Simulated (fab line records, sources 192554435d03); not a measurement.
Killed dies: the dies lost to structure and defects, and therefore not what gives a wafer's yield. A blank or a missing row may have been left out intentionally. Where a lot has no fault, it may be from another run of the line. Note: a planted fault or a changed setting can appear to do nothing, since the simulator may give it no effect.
Chamber matching :: flow n5 finfet :: rie diel-06 running N5_BEOL_M10_ETCH_62: 4 sister chambers
The step etches SOC in N2/H2, target depth 110 nm, overetch 22 nm, time 165 s. 8 wafers are shown with their chamber, then 8 later ones without.

== EACH WAFER AND ITS CHAMBER ==
wafer: L078.1
chamber: 0
drypump motor current A (A): 5.7
showerhead plenum p Torr (Torr): 2.51

wafer: L078.5
chamber: 2
drypump motor current A (A): 5.5
showerhead plenum p Torr (Torr): 2.55

wafer: L079.1
chamber: 1
drypump motor current A (A): 6.1
showerhead plenum p Torr (Torr): 2.47

wafer: L079.4
chamber: 1
drypump motor current A (A): 6.2
showerhead plenum p Torr (Torr): 2.47

wafer: L080.3
chamber: 3
drypump motor current A (A): 5.5
showerhead plenum p Torr (Torr): 2.46

wafer: L080.4
chamber: 3
drypump motor current A (A): 5.5
showerhead plenum p Torr (Torr): 2.46

wafer: L080.5
chamber: 2
drypump motor current A (A): 5.5
showerhead plenum p Torr (Torr): 2.55

wafer: L083.2
chamber: 0
drypump motor current A (A): 5.7
showerhead plenum p Torr (Torr): 2.50

== WAFERS WITH NO CHAMBER GIVEN ==
wafer: L083.3
drypump motor current A (A): 5.5
showerhead plenum p Torr (Torr): 2.46

wafer: L083.5
drypump motor current A (A): 5.7
showerhead plenum p Torr (Torr): 2.50

wafer: L089.1
drypump motor current A (A): 5.7
showerhead plenum p Torr (Torr): 2.49

wafer: L089.3
drypump motor current A (A): 5.5
showerhead plenum p Torr (Torr): 2.54

wafer: L089.5
drypump motor current A (A): 5.5
showerhead plenum p Torr (Torr): 2.45

wafer: L091.2
drypump motor current A (A): 6.2
showerhead plenum p Torr (Torr): 2.46

wafer: L091.4
drypump motor current A (A): 5.5
showerhead plenum p Torr (Torr): 2.45

wafer: L091.6
drypump motor current A (A): 6.2
showerhead plenum p Torr (Torr): 2.46

== THE CHAMBER EACH PASSED THROUGH ==
wafer: L083.3
from the rows above: 3
in truth: 3

wafer: L083.5
from the rows above: 0
in truth: 0

wafer: L089.1
from the rows above: 0
in truth: 0

wafer: L089.3
from the rows above: 2
in truth: 2

wafer: L089.5
from the rows above: 3
in truth: 3

wafer: L091.2
from the rows above: 1
in truth: 1

wafer: L091.4
from the rows above: 3
in truth: 3

wafer: L091.6
from the rows above: 1
in truth: 1
8 of 8 placed correctly. From these rows, 0 cannot be placed. Placed wrongly: 0.
How it was worked out, from the rows above alone: a wafer's distance from a chamber is the root of the sum, over the readings, of the square of ((its reading less the chamber's mean) divided by the reading's scatter). The wafer belongs to the nearest chamber; if the next one is less than 2 further off, it can't be placed. The mean given for a chamber averages the wafers shown for that chamber. How the scatter is found: for the shown wafers, subtract from each reading the mean of its chamber, square and add these, divide the total by (wafers less chambers), then take the root.
